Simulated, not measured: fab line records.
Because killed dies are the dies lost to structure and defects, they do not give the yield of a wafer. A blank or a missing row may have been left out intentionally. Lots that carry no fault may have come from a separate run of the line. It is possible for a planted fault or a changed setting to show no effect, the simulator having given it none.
fab line records ; flow nand_harc
record: lots: 6; wafers: 18; last_day: 33
route steps=1302 shown P_GATE@207 P_CONTACT@217 END@1302
lots untouched by any fault: they come from a run of this same line in which no faults occurred
start_h: hours from the record's first day to the start of the lot's first wafer shown ; wait_h: hours elapsed since this lot's preceding step ; " as in the row above ; L1.1+2: several wafers, shown together as one row ; - value missing, or start not given ; * or withheld: withheld ; < > ~ a bound
route shown NAME@n: names a module that has steps shown in the file, with the first one's number in the route ; usual: average and standard deviation across the fault-free wafers ; same: alike in all rows ; chamber/n: place in a boat ; sites: per-site readings ; _std_site: standard deviation of those values ; _edge_site: the outer-site mean with the inner-site mean subtracted ; radius_mm: for every site, how far away it sits from the centre of the wafer ; mask NAME#n: copy n ; behind: the most recent tool/chamber to have shaped the wafer ; hold: cause of the lot's hold/its duration in hours/its outcome ; device: the transistor (n, p or np) that didn't switch ; end of line: the route-end tests of the same wafers ; a step with no rows: only its recipe ; killed: the dies lost at the first sort to structure and to defects; this is not the yield of the wafer ; map: per-die view of a wafer (x killed, . not killed, _ where there is no die)
set.NAME: the run value of the setting; set.NAME@STEP: its run value at that earlier step ; model.NAME: the simulator's own value behind a step, which no gauge read
lots seen at some steps along the route; tables by step, rows by wafer
services: a tool's chamber out of use, with start hour (start_h, from the record's first day; less than 0 if before it), hours out, and reason
== steps ==
step: NHARC_P_GATE_RTA_64
recipe: temp_c: 1050; time_s: 1
usual: lamp_power_pct: 36.3/2.3; wafer_temp_C_max: 1052.5/0.58
lot.wafer;tool;chamber;start_h;wait_h;lamp_power_pct;wafer_temp_C_max
L262.1;rtp_anneal-02;0;163.45;-;37.9;1052.7
L262.3;rtp_anneal-02;0;163.45;-;37.9;1051.9
L262.4;rtp_anneal-02;0;163.45;-;37.8;1053.3
L263.1;rtp_anneal-01;0;163.84;-;33.0;1052.1
L263.2;rtp_anneal-01;0;163.84;-;33.1;1052.5
L263.4;rtp_anneal-01;0;163.84;-;33.1;1052.5
L274.1;rtp_anneal-01;0;277.07;-;33.0;1053.3
L274.2;rtp_anneal-01;0;277.07;-;33.0;1051.9
L274.5;rtp_anneal-01;0;277.07;-;33.0;1052.5
L276.2;rtp_anneal-02;0;300.56;-;37.8;1054.2
L276.3;rtp_anneal-02;0;300.56;-;37.9;1053.3
L276.5;rtp_anneal-02;0;300.56;-;37.9;1052.9
L279.1;rtp_anneal-02;0;328.39;-;37.8;1052.3
L279.3;rtp_anneal-02;0;328.39;-;37.8;1052.3
L279.6;rtp_anneal-02;0;328.39;-;37.9;1052.9
L280.1;rtp_anneal-02;0;336.70;-;37.9;1052.3
L280.5;rtp_anneal-02;0;336.70;-;37.9;1053.0
L280.6;rtp_anneal-02;0;336.70;-;37.9;1053.2
step: NHARC_P_GATE_ETCH_77
recipe: target_depth_a: 60; chemistry: dHF; material: SiO2
step: NHARC_P_GATE_DEGAS_109
recipe: temp_c: 300; time_s: 60
usual: heater_power_w: 464/41
lot.wafer;tool;chamber;start_h;wait_h;heater_power_w
L262.4;pvd_sputter-01;-;163.76;0.1;482
L262.3;pvd_sputter-01;-;163.76;0.1;486
L262.1;pvd_sputter-01;-;163.76;0.1;404
L263.4;pvd_sputter-03;-;164.18;0.1;538
L263.1;pvd_sputter-03;-;164.18;0.1;437
L263.2;pvd_sputter-03;-;164.18;0.1;491
L274.1;pvd_sputter-01;-;277.37;0.1;401
L274.2;pvd_sputter-01;-;277.37;0.1;504
L274.5;pvd_sputter-01;-;277.37;0.1;455
L276.2;pvd_sputter-01;-;300.83;0.1;474
L276.3;pvd_sputter-01;-;300.83;0.1;464
L276.5;pvd_sputter-01;-;300.83;0.1;479
L279.1;pvd_sputter-03;-;328.69;0.1;479
L279.3;pvd_sputter-03;-;328.69;0.1;557
L279.6;pvd_sputter-03;-;328.69;0.1;435
L280.1;pvd_sputter-01;-;337.01;0.1;413
L280.6;pvd_sputter-01;-;337.01;0.1;471
L280.5;pvd_sputter-01;-;337.01;0.1;503
step: NHARC_P_GATE_PRE_CLEAN_110
recipe: time_s: 30; bias_v: 200; gas: Ar
step: NHARC_P_GATE_SPUTTER_78
recipe: target_thk_a: 100; material: Ni
step: NHARC_P_GATE_SPUTTER_79
recipe: target_thk_a: 100; material: TiN
step: NHARC_P_GATE_RTA_80
recipe: temp_c: 300; time_s: 30
usual: wafer_temp_C_max: 300.71/0.23
lot.wafer;tool;chamber;start_h;wait_h;wafer_temp_C_max
L262.1;rtp_anneal-02;0;164.05;-;300.38
L262.3;rtp_anneal-02;0;164.05;-;300.87
L262.4;rtp_anneal-02;0;164.05;-;300.68
L263.1;rtp_anneal-02;0;164.47;-;300.50
L263.2;rtp_anneal-02;0;164.47;-;301.02
L263.4;rtp_anneal-02;0;164.47;-;300.79
L274.1;rtp_anneal-02;0;277.67;-;300.66
L274.2;rtp_anneal-02;0;277.67;-;300.57
L274.5;rtp_anneal-02;0;277.67;-;300.61
L276.2;rtp_anneal-01;0;301.16;-;300.49
L276.3;rtp_anneal-01;0;301.16;-;300.53
L276.5;rtp_anneal-01;0;301.16;-;300.94
L279.1;rtp_anneal-01;0;329.01;-;300.85
L279.3;rtp_anneal-01;0;329.01;-;300.42
L279.6;rtp_anneal-01;0;329.01;-;300.48
L280.1;rtp_anneal-01;0;337.59;-;300.34
L280.5;rtp_anneal-01;0;337.59;-;300.15
L280.6;rtp_anneal-01;0;337.59;-;300.39
step: NHARC_P_GATE_STRIP_67
recipe: time_s: 600; temp_c: 130; chemistry: SPM
step: NHARC_P_GATE_RTA_82
recipe: temp_c: 450; time_s: 30
usual: lamp_power_pct: 3.99/0.23; wafer_temp_C_max: 451.07/0.29
lot.wafer;tool;chamber;start_h;wait_h;lamp_power_pct;wafer_temp_C_max
L262.1;rtp_anneal-01;0;164.51;-;3.87;450.76
L262.3;rtp_anneal-01;0;164.51;-;3.87;450.86
L262.4;rtp_anneal-01;0;164.51;-;3.87;451.13
L263.1;rtp_anneal-02;0;164.93;-;4.44;451.14
L263.2;rtp_anneal-02;0;164.93;-;4.43;450.97
L263.4;rtp_anneal-02;0;164.93;-;4.43;451.31
L274.1;rtp_anneal-01;0;278.16;-;3.86;451.15
L274.2;rtp_anneal-01;0;278.16;-;3.87;450.76
L274.5;rtp_anneal-01;0;278.16;-;3.87;450.82
L276.2;rtp_anneal-01;0;301.62;-;3.87;450.43
L276.3;rtp_anneal-01;0;301.62;-;3.87;450.97
L276.5;rtp_anneal-01;0;301.62;-;3.86;450.72
L279.1;rtp_anneal-01;0;329.47;-;3.87;451.18
L279.3;rtp_anneal-01;0;329.47;-;3.86;450.95
L279.6;rtp_anneal-01;0;329.47;-;3.87;451.52
L280.1;rtp_anneal-02;0;338.05;-;4.44;451.09
L280.5;rtp_anneal-02;0;338.05;-;4.43;451.16
L280.6;rtp_anneal-02;0;338.05;-;4.43;451.31
step: NHARC_P_GATE_INSPECT_68
usual: raw_defect_count: 211/87
lot.wafer;tool;chamber;start_h;wait_h;raw_defect_count
L262.1;defect_inspect-01;-;164.70;0.2;217
L262.3;defect_inspect-01;-;164.70;0.2;404
L262.4;defect_inspect-01;-;164.70;0.2;341
L263.1;defect_inspect-02;-;165.13;0.2;259
L263.2;defect_inspect-02;-;165.13;0.2;140
L263.4;defect_inspect-02;-;165.13;0.2;138
L274.1;defect_inspect-01;-;278.35;0.2;161
L274.2;defect_inspect-01;-;278.35;0.2;281
L274.5;defect_inspect-01;-;278.35;0.2;182
L276.2;defect_inspect-01;-;301.78;0.1;334
L276.3;defect_inspect-01;-;301.78;0.1;316
L276.5;defect_inspect-01;-;301.78;0.1;292
L279.1;defect_inspect-02;-;329.66;0.2;153
L279.3;defect_inspect-02;-;329.66;0.2;145
L279.6;defect_inspect-02;-;329.66;0.2;139
L280.1;defect_inspect-02;-;338.25;0.2;110
L280.5;defect_inspect-02;-;338.25;0.2;198
L280.6;defect_inspect-02;-;338.25;0.2;165
step: NHARC_P_CONTACT_DEP_30
recipe: target_thk_a: 300; temp_c: 400; target_thk_nm: 30; flow_sccm: 200; rf_w: 450; material: SiNx
step: NHARC_P_CONTACT_DEP_00
recipe: target_thk_a: 5000; temp_c: 400; pressure_torr: 6.5; rf_w: 900; teos_flow_sccm: 161.4; flow_sccm: 2650; target_thk_nm: 500; gas: O2; material: SiO2
usual: heater_power_w: 547/91; showerhead_vpp_V: 1799/54; throttle_valve_pct: 16.1/0.48
lot.wafer;tool;chamber;start_h;wait_h;heater_power_w;showerhead_vpp_V;throttle_valve_pct
L262.3;pecvd-03;0;-;-;470;1819;16.8
L262.1;pecvd-03;1;-;-;633;1788;15.5
L262.4;pecvd-03;0;-;-;484;1904;16.7
L263.1;pecvd-04;0;165.55;0.3;528;1751;15.8
L263.2;pecvd-04;2;165.55;0.3;429;1841;16.1
L263.4;pecvd-04;0;165.55;0.3;560;1741;15.6
L274.1;pecvd-03;2;-;-;505;1724;16.3
L274.2;pecvd-03;0;-;-;584;1847;16.9
L274.5;pecvd-03;2;-;-;543;1765;16.4
L276.2;pecvd-03;0;-;-;597;1893;16.7
L276.3;pecvd-03;2;-;-;612;1736;16.5
L276.5;pecvd-03;0;-;-;448;1866;16.8
L279.3;pecvd-03;2;-;-;555;1756;16.6
L279.1;pecvd-03;0;-;-;581;1891;16.9
L279.6;pecvd-03;1;-;-;687;1819;16.0
L280.1;pecvd-02;2;-;-;530;1761;16.5
L280.5;pecvd-02;0;-;-;494;1743;15.9
L280.6;pecvd-02;1;-;-;486;1786;14.7
step: NHARC_P_CONTACT_CMP_01
recipe: target_thk_nm: 200; material: SiO2
usual: edge_zone_pressure_frac: 1.000/0.0058; motor_current_A: 12.0/1.3
lot.wafer;tool;chamber;start_h;wait_h;edge_zone_pressure_frac;motor_current_A
L262.4;cmp-01;2;165.51;-;-;-
L262.3;cmp-01;3;165.51;-;-;-
L262.1;cmp-01;0;165.51;-;-;-
L263.2;cmp-04;2;166.18;0.5;-;-
L263.1;cmp-04;3;166.18;0.5;-;-
L263.4;cmp-04;0;166.18;0.5;-;-
L274.1;cmp-01;0;279.16;-;0.993;14.0
L274.2;cmp-01;1;279.16;-;0.997;10.4
L274.5;cmp-01;3;279.16;-;0.995;11.3
L276.2;cmp-01;0;302.56;-;0.999;14.3
L276.3;cmp-01;3;302.56;-;0.991;11.4
L276.5;cmp-01;0;302.56;-;0.995;14.3
L279.1;cmp-03;3;330.43;-;1.001;12.7
L279.3;cmp-03;1;330.43;-;0.998;13.1
L279.6;cmp-03;3;330.43;-;1.006;12.2
L280.1;cmp-01;3;339.03;-;0.994;11.3
L280.6;cmp-01;3;339.03;-;0.995;12.2
L280.5;cmp-01;0;339.03;-;0.991;14.3
step: NHARC_END_SORT_01
recipe: temp_c: 25
usual: defect_limited_yield: 90/3.3; killed_at_array: 61/22; killed_at_other: 0.8/1; killed_at_periphery: 3.8/2.3; killed_dies: 66/22; killed_open: 3.2/1.9; killed_short: 2.8/1.8
same: gross_dies: 677
lot.wafer;tool;chamber;start_h;wait_h;defect_limited_yield[%];killed_at_array;killed_at_other;killed_at_periphery;killed_dies;killed_open;killed_short
L274.1;prober-01;0;729.67;2.5;87;87;1;2;90;0;3
L274.2;prober-01;0;730.48;2.8;89;73;0;4;77;3;4
L274.5;prober-01;0;732.89;3.7;86;94;2;2;98;2;0
L276.2;prober-02;0;743.39;2.8;96;26;2;2;30;0;2
L276.3;prober-02;0;744.18;3.1;95;25;2;6;33;5;4
L276.5;prober-02;0;745.75;3.7;94;34;0;5;39;5;4
L279.1;prober-02;0;776.30;2.5;91;57;0;6;63;4;3
L279.3;prober-02;0;777.91;3.1;91;55;0;5;60;2;1
L279.6;prober-02;0;780.33;4.0;90;68;1;1;70;2;2
L280.1;prober-02;0;798.73;2.5;90;64;1;2;67;3;1
L280.5;prober-02;0;801.91;3.7;94;40;0;3;43;1;2
L280.6;prober-02;0;802.70;4.0;92;53;0;1;54;1;1
killed by level:class
L274.1 A_CHANNEL_HOLE_D1:chamber_film_flake=42 A_SLIT:chamber_film_flake=20 A_CHANNEL_HOLE_D2:chamber_film_flake=17 A_CONTACT:chamber_film_flake=3 P_CONTACT:chamber_film_flake=2 A_CHANNEL_FILL_D1:geometric_particle:short=1 A_WL_FILL:geometric_particle:short=1 A_M0:geometric_particle:short=1
L274.2 A_CHANNEL_HOLE_D1:chamber_film_flake=34 A_SLIT:chamber_film_flake=12 A_CHANNEL_HOLE_D2:chamber_film_flake=8 A_CONTACT:chamber_film_flake=5 A_BLC:chamber_film_flake=3 P_CONTACT:chamber_film_flake=2 P_BONDPAD:chamber_film_flake=2 A_STAIRCASE:chamber_film_flake=2
L274.5 A_CHANNEL_HOLE_D1:chamber_film_flake=36 A_SLIT:chamber_film_flake=28 A_CHANNEL_HOLE_D2:chamber_film_flake=16 A_STAIRCASE:chamber_film_flake=3 A_WL_FILL:chamber_film_flake=3 A_CONTACT:chamber_film_flake=3 THIN_TSV:chamber_film_flake=2 P_M0:geometric_particle:open=1
L276.2 A_CHANNEL_HOLE_D1:chamber_film_flake=9 A_SLIT:chamber_film_flake=6 A_CONTACT:chamber_film_flake=4 A_DECK1_JOINT:chamber_film_flake=2 A_STAIRCASE:chamber_film_flake=2 THIN_TSV:chamber_film_flake=2 A_CHANNEL_FILL_D1:geometric_particle:short=1 A_CHANNEL_HOLE_D2:geometric_particle:short=1
L276.3 A_CHANNEL_HOLE_D1:chamber_film_flake=9 P_M2:chamber_film_flake=5 A_SLIT:chamber_film_flake=3 A_CONTACT:chamber_film_flake=3 A_SOURCE_PLATE:geometric_particle:short=2 A_STAIRCASE:chamber_film_flake=2 A_ONON_D2:geometric_particle:open=1 A_ONON_D2:geometric_particle:short=1
L276.5 A_CHANNEL_HOLE_D1:chamber_film_flake=10 A_CONTACT:chamber_film_flake=9 A_SLIT:chamber_film_flake=6 P_GATE:geometric_particle:open=2 P_CONTACT:geometric_particle:short=1 P_M2:geometric_particle:open=1 A_ONON_D1:geometric_particle:short=1 A_CHANNEL_HOLE_D1:geometric_particle:open=1
L279.1 A_SLIT:chamber_film_flake=19 A_CHANNEL_HOLE_D1:chamber_film_flake=15 A_CONTACT:chamber_film_flake=9 A_CHANNEL_HOLE_D2:chamber_film_flake=3 A_CHANNEL_FILL_D2:chamber_film_flake=3 P_GATE:chamber_film_flake=2 P_M1:chamber_film_flake=2 A_DECK1_JOINT:chamber_film_flake=2
L279.3 A_SLIT:chamber_film_flake=22 A_CHANNEL_HOLE_D1:chamber_film_flake=16 A_CONTACT:chamber_film_flake=13 P_GATE:chamber_film_flake=2 P_STI:geometric_particle:short=1 P_GATE:geometric_particle:open=1 A_SOURCE_PLATE:geometric_particle:open=1 P_STI:chamber_film_flake=1
L279.6 A_SLIT:chamber_film_flake=31 A_CHANNEL_HOLE_D1:chamber_film_flake=16 A_CONTACT:chamber_film_flake=8 A_STAIRCASE:chamber_film_flake=3 A_CHANNEL_FILL_D1:chamber_film_flake=2 A_DECK1_JOINT:chamber_film_flake=2 A_CHANNEL_FILL_D2:chamber_film_flake=2 P_GATE:geometric_particle:open=1
L280.1 A_SLIT:chamber_film_flake=32 A_CHANNEL_HOLE_D1:chamber_film_flake=16 A_SGD_CUT:chamber_film_flake=5 A_CONTACT:chamber_film_flake=5 A_CHANNEL_HOLE_D2:chamber_film_flake=3 A_CHANNEL_FILL_D1:geometric_particle:open=2 P_M0:geometric_particle:open=1 A_ONON_D1:geometric_particle:short=1
L280.5 A_SLIT:chamber_film_flake=19 A_CHANNEL_HOLE_D1:chamber_film_flake=8 A_CONTACT:chamber_film_flake=5 A_SGD_CUT:chamber_film_flake=4 P_STI:chamber_film_flake=2 A_CHANNEL_FILL_D2:chamber_film_flake=2 P_CONTACT:geometric_particle:open=1 A_ONON_D1:geometric_particle:short=1
L280.6 A_SLIT:chamber_film_flake=27 A_CHANNEL_HOLE_D1:chamber_film_flake=12 A_CONTACT:chamber_film_flake=5 A_SGD_CUT:chamber_film_flake=3 A_SGD_CUT:geometric_particle:short=1 A_CONTACT:geometric_particle:open=1 P_STI:chamber_film_flake=1 A_DECK1_JOINT:chamber_film_flake=1
== services ==
tool;chamber;start_h;hours;kind
pecvd-02;-;149.15;0.3;repair
cmp-01;-;154.51;0.8;repair
cmp-03;-;162.13;4.0;pm
pecvd-04;1;163.69;4.2;repair
pvd_sputter-03;-;170.00;10.0;pm
cmp-03;-;171.06;1.3;repair
cmp-01;-;172.66;0.5;repair
pecvd-03;-;173.08;2.4;repair
pecvd-03;-;185.00;13.0;pm
cmp-01;-;185.50;4.0;pm
pvd_sputter-03;-;193.04;1.6;repair
cmp-04;-;209.01;4.0;pm
cmp-03;-;214.21;4.0;repair
cmp-03;-;225.44;0.6;repair
pvd_sputter-01;-;226.00;10.0;pm
pecvd-02;-;227.29;13.0;pm
cmp-04;-;231.42;3.1;repair
cmp-03;-;260.13;4.0;pm
pecvd-02;0;263.83;6.9;repair
pvd_sputter-01;-;267.30;2.8;repair
pecvd-04;1;271.63;17.4;repair
cmp-01;-;283.50;4.0;pm
pvd_sputter-03;-;286.01;6.8;repair
pvd_sputter-03;-;333.78;6.7;repair
== key ==
first_sign: step: NHARC_P_CONTACT_CMP_01; reading: tool_record; direction: missing
effect none on later readings
met_at NHARC_P_CONTACT_CMP_01
struck_wafers L262.1,L262.3,L262.4,L263.1,L263.2,L263.4
scrapped_behind NHARC_P_CONTACT_THK_MEAS_02 L262.1,L262.3,L262.4,L263.1,L263.2,L263.4
fault: kind: skipped_step_whole; tool: cmp-01,cmp-04; chamber: -; onset_h: 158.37; steps: NHARC_P_CONTACT_CMP_01; scope: struck_lots_only
